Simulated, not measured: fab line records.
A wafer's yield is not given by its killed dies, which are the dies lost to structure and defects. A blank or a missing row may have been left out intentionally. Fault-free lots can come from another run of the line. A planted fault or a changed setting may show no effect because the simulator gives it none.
fab line records    flow n5Finfet
record: lots: 5  wafers: 15  lastDay: 16
route steps=1938 shown BEOL_M4@1099 BEOL_M5@1112 BEOL_M10@1513 PASSIVATION@1936
lots that met no fault: from a run of the same line without faults
startH: hours from the record's first day to the start of the lot's first wafer shown    waitH: time in hours since the lot's previous step    " repeats the value in the row above    L1.1+2: one row covering several wafers at once    - no value present, or no start provided    * or withheld: withheld    < > ~ a bound
route shown NAME@n: names a module that has steps shown in the file, with the first one's number in the route    usual: mean/standard deviation taken from wafers without a fault    same: alike in all rows    chamber/n: place in a boat    sites: per-site readings    _std_site: standard deviation of those values    _edge_site: outer sites' mean less inner sites'    radiusMm: how far each site lies from the wafer's centre    mask NAME#n: copy n    behind: tool/chamber where the wafer was last shaped    hold: reason for holding the lot/hours on hold/outcome of the hold    device: whichever transistor did not switch (one of n, p or np)    end of line: tests of these same wafers at the route's end    step lacking rows: just its recipe    killed: not the wafer's yield, but the dies lost to structure and defects at the first sort    map: a wafer's dies, marking killed ones x, the rest . and places with no die _
set.NAME: the run value of the setting; set.NAME@STEP: its run value at that earlier step    model.NAME: the simulator's own value behind a step, which no gauge read
lots at some steps of the route; a table a step, a row a wafer
services: a tool's chamber out of use, with start hour (startH, from the record's first day; less than 0 if before it), hours out, and reason
== steps ==
step: N5_BEOL_M4_ANNEAL_95
recipe: tempC: 400  timeS: 240  ambient: vacuum
step: N5_BEOL_M4_SPUTTER_96
recipe: material: Cu  targetThkA: 45  tempC: -20  chamberPressurePa: 0.07  powerW: withheld  timeS: 8.29
step: N5_BEOL_M4_ECD_50
recipe: material: Cu  targetThkA: 3000
step: N5_BEOL_M4_ANNEAL_51
recipe: tempC: 225  timeS: 90  ambient: N2
step: N5_BEOL_M4_CMP_52
recipe: stopOn: SiOC  tOverpolishS: 6.8  downForcePsi: 1  platenRpm: 50  clearingPlatenDownForcePsi: 1.5  clearingPlatenRpm: 50  postCmpClean: cuAlkaline  targetThkNm: 40  clearingPlatenPadVelocityMS: 0.99484  padVelocityMS: 0.99484
step: N5_BEOL_M4_PRE_CLEAN_60
recipe: gas: NH3/H2  timeS: 15  tempC: *  rfPowerW: 300
step: N5_BEOL_M4_CO_CAP_55
recipe: material: Co  targetThkA: 20  tempC: 200  precursor: CCTBA/H2  pressureTorr: 30  timeS: 102.1
step: N5_BEOL_M4_PRE_CLEAN_56
recipe: gas: NH3  timeS: 15  tempC: withheld  rfPowerW: 300
step: N5_BEOL_M4_DEP_57
recipe: material: SiCN  targetThkA: 80  tempC: withheld  precursor: 3MS/NH3  pressureTorr: 3  rfW: 202  timeS: 14
step: N5_BEOL_M4_RC_MEAS_101
usual: DIBL_N: 36.5/1.4  DIBL_P: 36.9/1.7  IOFF_N: 0.163/0.023  IOFF_P: 0.22/0.032  ION_N: 673/9  ION_P: 462/7.5  SS_N: 71.6/0.54  SS_P: 73.4/0.62  VT_N: 249.8/2.8  VT_P: -250/3.5
lot.wafer  tool       chamber  startH  waitH  DIBL_N[mV/V]  DIBL_P[mV/V]  IOFF_N[nA/um]  IOFF_P[nA/um]  ION_N[uA/um]  ION_P[uA/um]  SS_N[mV/dec]  SS_P[mV/dec]  VT_N[mV]  VT_P[mV]
L364.2     prober-02  0        245.77  0.2    35.2          34.9          0.137          0.19           676           460           70.7          72.8          252.8     -253
L364.3     "          0        "       "      35.3          34.9          0.141          0.20           666           461           70.8          72.9          253.7     -248
L364.4     "          0        "       "      36.9          37.8          0.178          0.24           680           467           71.6          73.4          248.0     -251
L363.1     prober-02  0        246.76  0.0    37.3          38.7          0.190          0.22           684           462           72.1          73.4          245.6     -252
L363.5     "          0        "       "      38.1          39.3          0.207          0.24           676           450           72.2          74.1          245.3     -251
L363.6     "          0        "       "      37.2          38.3          0.183          0.21           676           451           72.1          73.3          247.5     -253
L367.4     prober-01  0        251.01  0.5    36.0          36.3          0.151          0.20           684           466           71.3          73.4          250.4     -251
L367.5     "          0        "       "      37.1          37.4          0.179          0.22           689           470           71.8          73.4          247.2     -250
L367.6     "          0        "       "      37.4          38.5          0.187          0.25           678           468           71.8          74.0          247.0     -248
L369.1     prober-02  0        276.53  0.0    36.5          38.4          0.171          0.22           669           457           71.6          73.4          248.7     -248
L369.4     "          0        "       "      36.6          38.5          0.178          0.23           683           469           72.6          72.7          249.9     -249
L369.6     "          0        "       "      36.5          38.4          0.169          0.22           681           467           71.5          73.4          249.4     -252
L372.1     prober-02  0        282.12  0.0    34.8          36.2          0.133          0.17           662           451           70.5          73.5          252.7     -255
L372.5     "          0        "       "      34.5          36.6          0.137          0.17           670           450           70.9          73.3          251.2     -252
L372.6     "          0        "       "      34.7          36.0          0.135          0.16           663           451           71.5          72.9          251.8     -258
step: N5_BEOL_M5_ILD_DEP_00
recipe: material: SiCOH_lowk  targetThkA: 1406.4  tempC: 300  precursor: DEMS/porogen  pressureTorr: 5  rfW: 500  timeS: 25.9
step: N5_BEOL_M5_CURE_79
recipe: tempC: 385  timeS: 240  ambient: He/Ar  material: SiCOH_lowk
step: N5_BEOL_M5_PECVD_70
recipe: material: SiO2  targetThkA: 160  tempC: 400  precursor: TEOS/O2  pressureTorr: 5.5  rfW: 450  teosFlowSccm: 53.8  gas: O2  flowSccm: 3000  timeS: 18
step: N5_BEOL_M5_HM_DEP_02
recipe: material: TiN  targetThkA: 200  tempC: 25  chamberPressurePa: 0.49996
step: N5_BEOL_M5_COAT_59
recipe: resist: SOC  tempC: 250  timeS: 60  spinRpm: 1500  resistThkNm: 60
step: N5_BEOL_M5_COAT_60
recipe: resist: SiARC  tempC: 220  timeS: 60  spinRpm: 1500  resistThkNm: 12
step: N5_BEOL_M5_COAT_71
recipe: resist: underlayer  tempC: 205  timeS: 60  spinRpm: 1500  resistThkNm: 5
step: N5_BEOL_M5_COAT_05
recipe: resist: CAR-EUV  spinRpm: 1500  resistThkNm: 30
step: N5_BEOL_M5_EBR_07
recipe: solvent: PGMEA  ebrWidthMm: 1.5
step: N5_BEOL_M5_SOFTBAKE_06
recipe: tempC: 110  timeS: 60  resist: CAR-EUV
step: N5_BEOL_M5_EXPOSE_08
recipe: maskId: M5  na: 0.33  sourceShape: annular  sigmaInner: 0.4  sigmaOuter: 0.8  polarization: unpolarized  targetCdNm: 28  doseMj: 35.75
step: N5_BEOL_M5_PEB_09
recipe: pebTempC: 100  pebTimeS: 60  resist: CAR-EUV
step: N5_BEOL_M5_DEVELOP_10
recipe: developTimeS: 30  developer: TMAH  resist: CAR-EUV  rinseLiquid: surfactantRinse  dry: airSpin  devTempC: 23
step: N5_BEOL_M5_DESCUM_16
recipe: chemistry: O2  timeS: 7  sourcePowerW: 50  biasPowerW: 20  pressureMtorr: 20  rfFrequencyHz: 2.712e+07  tempC: 40  resist: CAR-EUV  o2FlowSccm: 225
step: N5_BEOL_M5_ETCH_72
recipe: chemistry: N2/H2  target: underlayer  targetDepthA: 65  maskMaterial: CAR-EUV  timeS: 5.2  ionEnergyEv: 200  pressureMtorr: 30  sourceW: 840  biasW: 150  n2FlowSccm: 200  h2FlowSccm: 200  ends: cleared
step: N5_BEOL_M5_ETCH_61
recipe: chemistry: CF4  target: SiARC  targetDepthA: 156  maskMaterial: CAR-EUV  timeS: 26  ionEnergyEv: 80  pressureMtorr: 40  sourceW: 545  biasW: 36  Ar_flow_sccm: 100  cf4FlowSccm: 100  ends: cleared
step: N5_BEOL_M5_ETCH_62
recipe: chemistry: N2/H2  target: SOC  targetDepthA: 750  overetchA: 150  maskMaterial: SiARC  tempC: 40  timeS: 112.5  ionEnergyEv: 200  pressureMtorr: 30  sourceW: 840  biasW: 150  n2FlowSccm: 200  h2FlowSccm: 200
step: N5_BEOL_M5_STRIP_63
recipe: chemistry: N2/H2  tempC: 40  n2FlowSccm: 200  h2FlowSccm: 200  rfFrequencyHz: 6e+07
step: N5_BEOL_M5_STRIP_73
recipe: chemistry: N2/H2  tempC: 40  n2FlowSccm: 200  h2FlowSccm: 200  rfFrequencyHz: 6e+07
step: N5_BEOL_M5_STRIP_64
recipe: chemistry: CF4  resist: SiARC  powerW: 300  biasPowerW: 75  pressureMtorr: 50  cf4FlowSccm: 150  rfFrequencyHz: 6e+07
step: N5_BEOL_M5_HM_OPEN_17
recipe: chemistry: Cl2/BCl3  targetDepthA: 200  overetchA: 60  target: TiN  maskMaterial: SOC  ionEnergyEv: 150  pressureMtorr: 10  icpW: 1000  biasW: 126  Cl2_flow_sccm: 53.25  bcl3FlowSccm: 21.75  Ar_flow_sccm: 25
step: N5_BEOL_M5_STRIP_19
recipe: chemistry: O2  powerW: 400  tempC: 40  pressureMtorr: 30  rfFrequencyHz: 6e+07  biasPowerW: 0  overashFraction: 0.2  o2FlowSccm: 225
step: N5_BEOL_M5_COAT_65
recipe: resist: SOC  tempC: 250  timeS: 60  spinRpm: 1500  resistThkNm: 60
step: N5_BEOL_M5_COAT_66
recipe: resist: SiARC  tempC: 220  timeS: 60  spinRpm: 1500  resistThkNm: 12
step: N5_BEOL_M10_ETCH_41
recipe: chemistry: CH3F/O2  target: SiCN  targetDepthA: 426  taperDeg: 2  timeS: 86  ionEnergyEv: 120  maskMaterial: TiN  pressureMtorr: 30  sourceW: 395  biasW: 75  Ar_flow_sccm: 150  CH3F_flow_sccm: 30  O2_flow_sccm: 20
usual: CH3F_flow_sccm: 30.00/0.086  O2_flow_sccm: 20.00/0.059  drypumpMotorCurrentA: 6.0/0.4  oesProductAu: 0.82/0.078  rfVppV: 297.3/1.5  showerheadPlenumPTorr: 2.00/0.061  throttleValvePct: 16.31/0.23
lot.wafer  tool        chamber  startH  waitH  CH3F_flow_sccm  O2_flow_sccm  drypumpMotorCurrentA  oesProductAu  rfHoursCounterH  rfVppV  showerheadPlenumPTorr  throttleValvePct
L364.2     rieDiel-04  3        294.95  -      -               -             -                     -             -                -       -                      -
L364.3     "           1        "       "      -               -             -                     -             -                -       -                      -
L364.4     "           2        "       "      -               -             -                     -             -                -       -                      -
L363.1     rieDiel-04  2        298.00  -      -               -             -                     -             -                -       -                      -
L363.5     "           0        "       "      -               -             -                     -             -                -       -                      -
L363.6     "           3        "       "      -               -             -                     -             -                -       -                      -
L367.4     rieDiel-04  0        302.86  -      -               -             -                     -             -                -       -                      -
L367.5     "           2        "       "      -               -             -                     -             -                -       -                      -
L367.6     "           3        "       "      -               -             -                     -             -                -       -                      -
L369.1     rieDiel-05  1        324.94  -      30.01           20.03         6.2                   0.84          45               295.7   1.95                   16.33
L369.4     "           3        "       "      30.06           20.00         6.2                   0.98          4                297.4   2.05                   16.32
L369.6     "           0        "       "      29.94           19.99         6.0                   0.78          -                297.7   1.93                   16.13
L372.1     rieDiel-04  3        331.68  -      30.00           20.04         6.3                   0.86          47               299.4   2.12                   16.38
L372.5     "           2        "       "      30.02           19.87         5.3                   0.86          -                296.9   1.95                   16.01
L372.6     "           3        "       "      29.95           19.92         6.3                   0.86          -                300.0   2.12                   16.40
step: N5_PASSIVATION_PROBE_49
usual: defectLimitedYield: 91.2/1.4  killed_at_M0_to_M3: 35/11  killed_at_M4_up: 12/4.2  killedAtContacts: 13/5.6  killedAtFrontEnd: 40/12  killedAtOther: 3.3/2.6  killedDies: 103/17  killedOnRim: 14/4.5  killedOpen: 68/12  killedShort: 34/7.6  sort_bin_5_function: 5.1/0.95  sort_bin_6_memory: 3.3/0.68  sortNPass: 1077/17  sortYieldPct: 91.2/1.4
same: grossDies: 1180  killedAtBackSide: 0  sort_bin_4_leakage[%]: 0  sort_bin_8_speed[%]: 0
lot.wafer  tool       chamber  startH  waitH  defectLimitedYield[%]  killed_at_M0_to_M3  killed_at_M4_up  killedAtContacts  killedAtFrontEnd  killedAtOther  killedDies  killedOnRim  killedOpen  killedShort  sort_bin_5_function[%]  sort_bin_6_memory[%]  sortNPass  sortYieldPct[%]
L364.2     prober-02  -        339.96  0.1    0                      54                  1073             8                 43                2              1180        152          77          36           95.3                    3.9                   0          0
L364.3     prober-02  -        340.01  0.1    0                      35                  1088             12                42                3              1180        152          61          44           96.5                    3.0                   0          0
L364.4     prober-02  -        340.06  0.2    0                      48                  1079             18                30                5              1180        152          67          39           96.1                    3.5                   0          0
L369.1     prober-01  -        374.91  0.0    89.5                   39                  12               12                55                6              124         17           91          30           6.2                     3.9                   1056       89.5
L369.4     prober-01  -        375.06  0.2    90.9                   28                  10               16                49                4              107         13           75          32           4.6                     4.3                   1073       90.9
L369.6     prober-01  -        375.16  0.3    90.2                   48                  16               17                33                2              116         15           79          37           6.6                     3.1                   1064       90.2
killed by level:class
L364.2 BEOL_M10:areaEtch=1057 STI_FIN_REVEAL:geometricParticle:open=12 BEOL_M2:geometricParticle:open=12 BEOL_M1:geometricParticle:open=9 BEOL_M4:geometricParticle:open=9 BEOL_M2:areaExpose=8 MOL_CONTACT_COAG:geometricParticle:open=7 BEOL_M0_SAQP:geometricParticle:short=7
L364.3 BEOL_M10:areaEtch=1070 BEOL_M0_SAQP:geometricParticle:short=10 MOL_CONTACT_COAG:geometricParticle:open=9 STI_FIN_REVEAL:geometricParticle:open=8 ILD0:geometricParticle:short=6 BEOL_M5:geometricParticle:open=6 DUMMY_GATE:geometricParticle:open=5 GATE_CUT:geometricParticle:short=5
L364.4 BEOL_M10:areaEtch=1069 BEOL_M0_SAQP:geometricParticle:short=20 MOL_CONTACT_COAG:geometricParticle:open=17 BEOL_M0_SAQP:geometricParticle:open=9 BEOL_M3:geometricParticle:open=8 STI_FIN_REVEAL:geometricParticle:open=5 ILD0:geometricParticle:short=5 GATE_CUT:geometricParticle:short=5
L369.1 STI_FIN_REVEAL:geometricParticle:open=20 BEOL_M2:geometricParticle:open=15 MOL_CONTACT_COAG:geometricParticle:open=10 FIN_SAQP:geometricParticle:open=7 BEOL_M0_SAQP:geometricParticle:open=6 BEOL_M0_SAQP:geometricParticle:short=6 BEOL_M3:geometricParticle:open=6 GATE_CUT:geometricParticle:open=5
L369.4 STI_FIN_REVEAL:geometricParticle:open=18 MOL_CONTACT_COAG:geometricParticle:open=13 FIN_SAQP:geometricParticle:short=10 BEOL_M2:geometricParticle:open=9 BEOL_M0_SAQP:geometricParticle:open=8 FIN_SAQP:geometricParticle:open=5 BEOL_M0_SAQP:geometricParticle:short=5 DUMMY_GATE:geometricParticle:open=4
L369.6 BEOL_M2:geometricParticle:open=23 MOL_CONTACT_COAG:geometricParticle:open=15 FIN_SAQP:geometricParticle:short=12 BEOL_M0_SAQP:geometricParticle:short=8 BEOL_M0_SAQP:geometricParticle:open=8 BEOL_M7:geometricParticle:open=6 FIN_SAQP:geometricParticle:open=4 STI_FIN_REVEAL:geometricParticle:open=4
map L364.2 (x killed, . not)
_________________xxxxxxxxxxxx________________
______________xxxxxxxxxxxxxxxxxx_____________
___________xxxxxxxxxxxxxxxxxxxxxxxx__________
__________xxxxxxxxxxxxxxxxxxxxxxxxxx_________
________xxxxxxxxxxxxxxxxxxxxxxxxxxxxxx_______
_______xxxxxxxxxxxxxxxxxxxxxxxxxxxxxxxx______
______xxxxxxxxxxxxxxxxxxxxxxxxxxxxxxxxxx_____
_____xxxxxxxxxxxxxxxxxxxxxxxxxxxxxxxxxxxx____
____xxxxxxxxxxxxxxxxxxxxxxxxxxxxxxxxxxxxxx___
___xxxxxxxxxxxxxxxxxxxxxxxxxxxxxxxxxxxxxxxx__
___xxxxxxxxxxxxxxxxxxxxxxxxxxxxxxxxxxxxxxxx__
__xxxxxxxxxxxxxxxxxxxxxxxxxxxxxxxxxxxxxxxxxx_
__xxxxxxxxxxxxxxxxxxxxxxxxxxxxxxxxxxxxxxxxxx_
_xxxxxxxxxxxxxxxxxxxxxxxxxxxxxxxxxxxxxxxxxxxx
_xxxxxxxxxxxxxxxxxxxxxxxxxxxxxxxxxxxxxxxxxxxx
_xxxxxxxxxxxxxxxxxxxxxxxxxxxxxxxxxxxxxxxxxxxx
_xxxxxxxxxxxxxxxxxxxxxxxxxxxxxxxxxxxxxxxxxxxx
_xxxxxxxxxxxxxxxxxxxxxxxxxxxxxxxxxxxxxxxxxxxx
_xxxxxxxxxxxxxxxxxxxxxxxxxxxxxxxxxxxxxxxxxxxx
_xxxxxxxxxxxxxxxxxxxxxxxxxxxxxxxxxxxxxxxxxxxx
_xxxxxxxxxxxxxxxxxxxxxxxxxxxxxxxxxxxxxxxxxxxx
__xxxxxxxxxxxxxxxxxxxxxxxxxxxxxxxxxxxxxxxxxx_
__xxxxxxxxxxxxxxxxxxxxxxxxxxxxxxxxxxxxxxxxxx_
___xxxxxxxxxxxxxxxxxxxxxxxxxxxxxxxxxxxxxxxx__
___xxxxxxxxxxxxxxxxxxxxxxxxxxxxxxxxxxxxxxxx__
____xxxxxxxxxxxxxxxxxxxxxxxxxxxxxxxxxxxxxx___
_____xxxxxxxxxxxxxxxxxxxxxxxxxxxxxxxxxxxx____
______xxxxxxxxxxxxxxxxxxxxxxxxxxxxxxxxxx_____
_______xxxxxxxxxxxxxxxxxxxxxxxxxxxxxxxx______
________xxxxxxxxxxxxxxxxxxxxxxxxxxxxxx_______
__________xxxxxxxxxxxxxxxxxxxxxxxxxx_________
___________xxxxxxxxxxxxxxxxxxxxxxxx__________
______________xxxxxxxxxxxxxxxxxx_____________
_________________xxxxxxxxxxxx________________
map L372.6 (x killed, . not)
_________________.....x......________________
______________....x...........x._____________
___________..x.....x...............__________
__________.....x.................x.x_________
________....x.x...x........x.........x_______
_______......x.........................______
______.....x.....x..........x.........xx_____
_____...x.............................x..____
____.................x...........xx.......___
___.....x.....x...x.x...............x......__
___.x............x......x.............x...x__
__....x...x..xxx..............x..x.........._
__.....x........x....x...........x......x..._
_....x.x.......x...x.xx......x..............x
_....x...x......x.....x...............x......
_........xx....x........x......x.............
_..................x.x...........x...........
_.....x.............x........x..x............
_.......x......x.....x.....x.x.....x.........
_.............x......x.......................
_......xx.....x..x.............x...........x.
__.x.xx.x..x........................x......._
__..........................xx.............._
___................x.x.........x...........__
___x.................x........x...x.x....x.__
____...x....xx............x...............___
_____............................x.......____
______....x..........x.................._____
_______......x.x.......................______
________.............x.............xx._______
__________x.............x..........x_________
___________.......x................__________
______________....x........x...._____________
_________________............________________
== services ==
tool        chamber  startH  hours  kind
rieDiel-05  3        297.86  -      clean
rieDiel-05  3        297.86  -      consumableReplace:focusRing
rieDiel-05  3        297.86  17.7   scheduledDown
rieDiel-05  3        297.86  17.7   ventCycle
rieDiel-04  1        301.83  9.3    repair
rieDiel-05  0        311.43  10.0   repair
rieDiel-05  1        312.06  1.9    repair
== key ==
firstSign: step: N5_BEOL_M10_ETCH_41  reading: toolRecord  direction: missing
effect: step: N5_PASSIVATION_PROBE_49  reading: killed_at_M4_up  direction: up  sigmas: 99+  usual: 12  struck: 1080
moreKillsBornAt: N5_BEOL_M10_ETCH_41@rieDiel-04: 3196
metAt N5_BEOL_M10_ETCH_41
struckWafers L363.1,L363.5,L363.6,L364.2,L364.3,L364.4,L367.4,L367.5,L367.6
rowsEnd L363.1,L363.5,L363.6,L367.4,L367.5,L367.6
laterRowsLeftOut L364.2,L364.3,L364.4
earlierFault: kind: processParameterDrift  tool: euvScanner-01  chamber: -  onsetH: 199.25  steps: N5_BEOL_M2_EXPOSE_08  channel: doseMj  offset: 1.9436  shape: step  actsIn: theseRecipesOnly  stated: 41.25
fault: kind: skippedStepWhole  tool: rieDiel-04  chamber: -  onsetH: 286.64  steps: N5_BEOL_M10_ETCH_41  scope: struckLotsOnly
laterRowsLeftOut: the simulator's readings of these wafers behind a module that went badly wrong aren't trusted and aren't shown, but for the sort
rowsEnd: these wafers met a further fault down the route, and their rows from its step on are left out
